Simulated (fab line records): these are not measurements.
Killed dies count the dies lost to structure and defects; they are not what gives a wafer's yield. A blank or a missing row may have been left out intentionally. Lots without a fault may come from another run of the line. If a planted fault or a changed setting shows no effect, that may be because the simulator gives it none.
Comparing a struck lot with a sound one ; flow n5_finfet ; 39 steps out of a route of 1938
Sound: wafers L941.4, L941.5, L941.6. Struck: wafers L942.3, L942.6 (left out: L942.4, a lot-mate that was not struck); the cause follows at the end.
Per side, at each step with rows, come the tool, then ch with its chambers, and then its first start. Under that, the readings that differ: sound wafers ; struck wafers ; difference of the means ; sigmas: that difference in standard deviations of wafers without a fault.
alike: a reading whose means differ by less than 2 such deviations, as well as words and numbers matching on both sides. not compared: withheld readings; readings where some wafer has no value; bounds like >300 that might hide an equal value; numbers whose values overlap and for which the record gives no deviation.
Wherever a step has rows on one side only, a row that says differs or no value, or a row with sigmas, the two part there. Non-overlapping numbers with no deviation appear without sigmas and do not part them. A reading that every wafer of one side lacks parts them only if that side has two wafers or more.

first, 9 steps without rows for these wafers: N5_BEOL_M14_SOFTBAKE_23 (time 60 s); N5_BEOL_M14_EXPOSE_25 (exposes mask M14, target cd 280 nm); N5_BEOL_M14_PEB_26 (peb time 90 s); N5_BEOL_M14_DEVELOP_27 (develop time 45 s); N5_BEOL_M14_HARDBAKE_32 (time 120 s); N5_BEOL_M14_DESCUM_33 (chemistry O2, time 7.9 s); N5_BEOL_M14_ETCH_67 (etches SiARC in CF4, target depth 143 nm, time 238.3 s); N5_BEOL_M14_ETCH_68 (etches SOC in N2/H2, time 450 s); N5_BEOL_M14_STRIP_69 (strips in N2/H2).
N5_BEOL_M14_TRENCH_ETCH_34: etches SiO2 in C4F8/O2/Ar, target depth 556.65 nm, time 126.9 s.
  sound on rie_diel-01 ch 1,2, day 14 05:44; struck on rie_diel-01 ch 2, day 14 15:13
reading;sound;struck;difference;sigmas
rf_fwd_power_W (W);1901 1897 1900;- -;no value on the struck wafers;
model.etch.depth_nm (nm);564.5 547.8 558.5;466 468.4;-90;
  alike: chamber_pressure_mTorr, drypump_motor_current_A, oes_product_au, rf_vpp_V, showerhead_plenum_p_Torr, throttle_valve_pct
  not compared: rf_hours_counter_h
then, 1 step without rows for these wafers: N5_BEOL_M14_STRIP_70 (strips in C4F8/O2/Ar).
N5_BEOL_M14_OCD_MEAS_35:
  sound: ocd-01 at day 14 05:53; struck: ocd-02 at day 14 15:22
reading;sound;struck;difference;sigmas
trench_depth_nm (nm);565 548 559;465 469;-90;-6
then, 11 steps without rows for these wafers: N5_BEOL_M14_STRIP_37 (strips in O2); N5_BEOL_M14_ETCH_38 (etches SiCN in CF4/N2, target depth 106.5 nm, time 120.6 s); N5_BEOL_M14_PRECLEAN_39 (cleans in residue remover, time 60 s); N5_BEOL_M14_SRD_40 (time 30 s, dry time 30 s); N5_BEOL_M14_DEGAS_41 (time 60 s); N5_BEOL_M14_PRE_CLEAN_42 (time 30 s); N5_BEOL_M14_SPUTTER_43 (material TaN, target thk 15 nm, time 24.19 s); N5_BEOL_M14_SPUTTER_44 (material Ta, target thk 15 nm, time 24.19 s); N5_BEOL_M14_SPUTTER_45 (material Cu, target thk 100 nm, time 16.67 s); N5_BEOL_M14_ECD_47 (material Cu, target thk 1248 nm); N5_BEOL_M14_ANNEAL_48 (time 90 s).
N5_BEOL_M14_CMP_49: polishes, stops on SiO2, t overpolish 5.2 s, target thk 560 nm.
  sound on cmp-04 ch 0,1, day 14 08:23; struck on cmp-04 ch 0,3, day 14 21:02
reading;sound;struck;difference;sigmas
model.Cu_of_BEOL_M14_ECD_47.thk_nm (nm);567.8 551.2 563.6;468.8 472.6;-90.2;
  alike: barrier_field_endpoint_s, motor_current_A, overpolish_run_s, slurry_filter_dp_kPa, time_to_endpoint_s
N5_BEOL_M14_THK_MEAS_50: measures by xrf.
  sound: film_metro-01 at day 14 08:38; struck: film_metro-02 at day 14 21:17
reading;sound;struck;difference;sigmas
M14_THK (nm);549 534 544;457 463;-82;-6
then, 2 steps without rows for these wafers: N5_BEOL_M14_PRE_CLEAN_52 (time 15 s); N5_BEOL_M14_DEP_53 (deposits SiCN from 3MS/NH3, target thk 50 nm, time 17.8 s).
N5_BEOL_M14_RS_MEAS_54: a four-point-probe measurement.
  sound: film_metro-01 at day 14 08:46; struck: film_metro-02 at day 14 21:25
reading;sound;struck;difference;sigmas
M14_RS (ohm/sq);0.0328 0.0338 0.0331;0.0399 0.0395;+0.0065;+7
then, 9 steps without rows for these wafers: N5_BEOL_M15_ILD_DEP_00 (deposits SiO2 from TEOS/O2, target thk 1629.3 nm, time 346.1 s); N5_BEOL_M15_COAT_58 (time 60 s, resist thk 89 nm); N5_BEOL_M15_COAT_04 (resist thk 800 nm); N5_BEOL_M15_EBR_06; N5_BEOL_M15_SOFTBAKE_05 (time 60 s); N5_BEOL_M15_EXPOSE_07 (exposes mask V14); N5_BEOL_M15_PEB_08 (peb time 90 s); N5_BEOL_M15_DEVELOP_09 (develop time 45 s); N5_BEOL_M15_HARDBAKE_14 (time 120 s).
N5_BEOL_M15_RC_MEAS_101:
  sound on prober-02 ch 0, day 14 15:26; struck on prober-01 ch 0, day 15 07:06
reading;sound;struck;difference;sigmas
COMB_M13 (S/m);5e-12 4.2e-12 4.8e-12;6.8e-12 8.2e-12;+2.8e-12;+3
SERP_M14 (ohm/um);0.159 0.166 0.159;0.192 0.191;+0.030;+6
SERP_M14_max_site (ohm/um);0.162 0.168 0.160;0.195 0.196;+0.032;+6
  alike: COMB_M10, COMB_M11, COMB_M12, COMB_M14, COMB_M14_max_site, COMB_M15, COMB_M5, COMB_M6, COMB_M7, COMB_M7_max_site, COMB_M8, COMB_M9, SERP_M10, SERP_M11, SERP_M12, SERP_M12_max_site, SERP_M13, SERP_M13_max_site, SERP_M5, SERP_M6, SERP_M7, SERP_M8, SERP_M8_max_site, SERP_M9
N5_PASSIVATION_PROBE_49:
  sound: prober-01 at day 15 04:52; struck: prober-02 at day 15 21:21
  alike: defect_limited_yield, killed_at_M0_to_M3, killed_at_M4_up, killed_at_contacts, killed_at_front_end, killed_at_other, killed_dies, killed_open, killed_short, sort_bin_4_leakage, sort_bin_5_function, sort_bin_6_memory, sort_n_pass, sort_yield_pct

== WHERE THEY PART ==
Earliest at N5_BEOL_M14_TRENCH_ETCH_34; latest, in this record, at N5_BEOL_M15_RC_MEAS_101. Later steps at which nothing parts them and some readings are alike: N5_PASSIVATION_PROBE_49.

WHY: the cause the simulator had injected
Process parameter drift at N5_BEOL_M14_TRENCH_ETCH_34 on rie_diel-01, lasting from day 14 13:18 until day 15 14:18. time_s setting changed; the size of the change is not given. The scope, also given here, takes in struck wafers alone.
